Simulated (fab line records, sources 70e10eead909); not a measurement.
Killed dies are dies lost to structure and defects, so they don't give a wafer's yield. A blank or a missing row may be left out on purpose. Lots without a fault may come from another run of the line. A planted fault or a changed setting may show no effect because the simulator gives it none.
Which tool did it? | flow nand_harc | 7 lots, 20 wafers sampled, at 2 steps of a route of 1302

WHAT THE GAUGES READ, wafer by wafer
NHARC_A_ONON_D1_THK_MEAS_30: measures by ellipsometry.
lot  | measured     | on            | thk_nm (nm)
L725 | day 9 02:48  | film_metro-02 | 991 991 993
L729 | day 10 05:59 | film_metro-02 | 1010 1008 1009
L731 | day 11 08:22 | film_metro-01 | 1006 1006 1008
L734 | day 12 08:11 | film_metro-02 | 1007 1006 1009
L737 | day 14 05:38 | film_metro-02 | 1622 1003 1623
L739 | day 14 20:34 | film_metro-01 | 1623 1623
L747 | day 17 20:11 | film_metro-01 | 1006 1004 1005

WHICH TOOL RAN EACH LOT (tool, then ch and the chambers of the sampled wafers, then the start)
lot  | NHARC_A_ONON_D1_DEP_28
L725 | pecvd_onon-03 ch 0, day 9 02:21
L729 | pecvd_onon-01 ch 0, day 10 05:29
L731 | pecvd_onon-02 ch 0, day 11 07:55
L734 | pecvd_onon-03 ch 0, day 12 07:41
L737 | pecvd_onon-03 ch 0, day 14 05:07
L739 | pecvd_onon-03 ch 0, day 14 20:04
L747 | pecvd_onon-02 ch 0, day 17 19:40
- NHARC_A_ONON_D1_DEP_28: target thk 1000 nm.

THE ANSWER, worked out from the rows above alone
Rule: what is usual is taken from the lots themselves. Put in order of their means at a reading, lots are off if they are a third of the lots or fewer, leave a main group of 4 or more, and stand apart from it by a gap of 3 or more times the standard deviation of the main group's means; of several such gaps the widest counts. A main group whose means are all the same, to the digits that the tables above print for the reading, isn't used. A lot without any number at a reading at which 4 lots or more have one is off too. The other lots that the step has rows for count as sound.
Off: L737, L739, at NHARC_A_ONON_D1_THK_MEAS_30 (thk_nm). The main group: mean 1004 nm, standard deviation 6.3.
A tool fits if, at a process step before that reading, it ran every lot that is off, and no sound lot after the first of them. The gauges at NHARC_A_ONON_D1_THK_MEAS_30 are tried like those tools. One fits: pecvd_onon-03 at NHARC_A_ONON_D1_DEP_28. Its last sound lot is L734 (day 12 07:41), its first lot that is off L737 (day 14 05:07): a fault that began between those two fits.

WHAT THE SIMULATOR HAD PUT IN
Process parameter drift: pecvd_onon-03, from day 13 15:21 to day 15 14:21, at NHARC_A_ONON_D1_DEP_28. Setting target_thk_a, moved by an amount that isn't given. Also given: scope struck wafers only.
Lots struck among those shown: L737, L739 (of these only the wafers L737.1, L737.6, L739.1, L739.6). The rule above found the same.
